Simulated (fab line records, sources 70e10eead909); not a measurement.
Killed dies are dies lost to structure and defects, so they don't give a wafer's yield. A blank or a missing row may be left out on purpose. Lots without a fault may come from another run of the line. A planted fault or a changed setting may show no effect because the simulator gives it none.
Which tool did it? | flow nand_harc | 12 lots, 36 wafers sampled, at 2 steps of a route of 1302

WHAT THE GAUGES READ, wafer by wafer
NHARC_A_DECK1_JOINT_THK_MEAS_17: measures by ellipsometry.
lot  | measured     | on            | thk_nm (nm)
L075 | day 12 07:40 | film_metro-02 | 42.9 46.2 45.9
L077 | day 13 14:22 | film_metro-02 | 44.9 46.3 45.6
L079 | day 14 06:23 | film_metro-01 | 44.1 44.4 44.8
L081 | day 14 19:53 | film_metro-02 | 43.6 43.5 43.8
L083 | day 15 14:44 | film_metro-01 | 46.1 46.0 47.0
L085 | day 16 12:52 | film_metro-02 | 47.2 47.7 46.1
L087 | day 18 04:51 | film_metro-01 | 43.5 46.4 46.9
L088 | day 18 11:02 | film_metro-02 | 45.4 44.8 46.5
L091 | day 19 10:19 | film_metro-02 | 43.9 43.9 44.3
L093 | day 20 07:47 | film_metro-02 | 46.2 45.1 46.1
L095 | day 21 06:57 | film_metro-02 | 45.2 43.9 46.7
L096 | day 22 06:53 | film_metro-01 | 43.6 45.3 43.7

WHICH TOOL RAN EACH LOT (tool, then ch and the chambers of the sampled wafers, then the start)
lot  | NHARC_A_CHANNEL_FILL_D1_ALD_02
L075 | ald_hk-01 ch 1,2,3, day 8 22:37
L077 | ald_hk-02 ch 0,1,3, day 10 02:08
L079 | ald_hk-03 ch 0,1,2, day 10 18:00
L081 | ald_hk-03 ch 1,2,3, day 11 14:26
L083 | ald_hk-03 ch 1,3, day 12 07:59
L085 | ald_hk-01 ch 1,2, day 13 02:08
L087 | ald_hk-02 ch 1,2, day 14 10:34
L088 | ald_hk-02 ch 0,3, day 15 00:05
L091 | ald_hk-02 ch 2,3, day 15 23:15
L093 | ald_hk-03 ch 1,2,3, day 16 15:37
L095 | ald_hk-01 ch 0,1, day 17 15:17
L096 | ald_hk-03 ch 0,2,3, day 18 15:44
- NHARC_A_CHANNEL_FILL_D1_ALD_02: deposits SiO2, target thk 6 nm, pulse time 10 s, ald cycles 60.

THE ANSWER, worked out from the rows above alone
Rule: what is usual is taken from the lots themselves. Put in order of their means at a reading, lots are off if they are a third of the lots or fewer, leave a main group of 4 or more, and stand apart from it by a gap of 3 or more times the standard deviation of the main group's means; of several such gaps the widest counts. A main group whose means are all the same, to the digits that the tables above print for the reading, isn't used. A lot without any number at a reading at which 4 lots or more have one is off too. The other lots that the step has rows for count as sound.
No lot is off at any reading shown: from this, nothing can be told.

WHAT THE SIMULATOR HAD PUT IN
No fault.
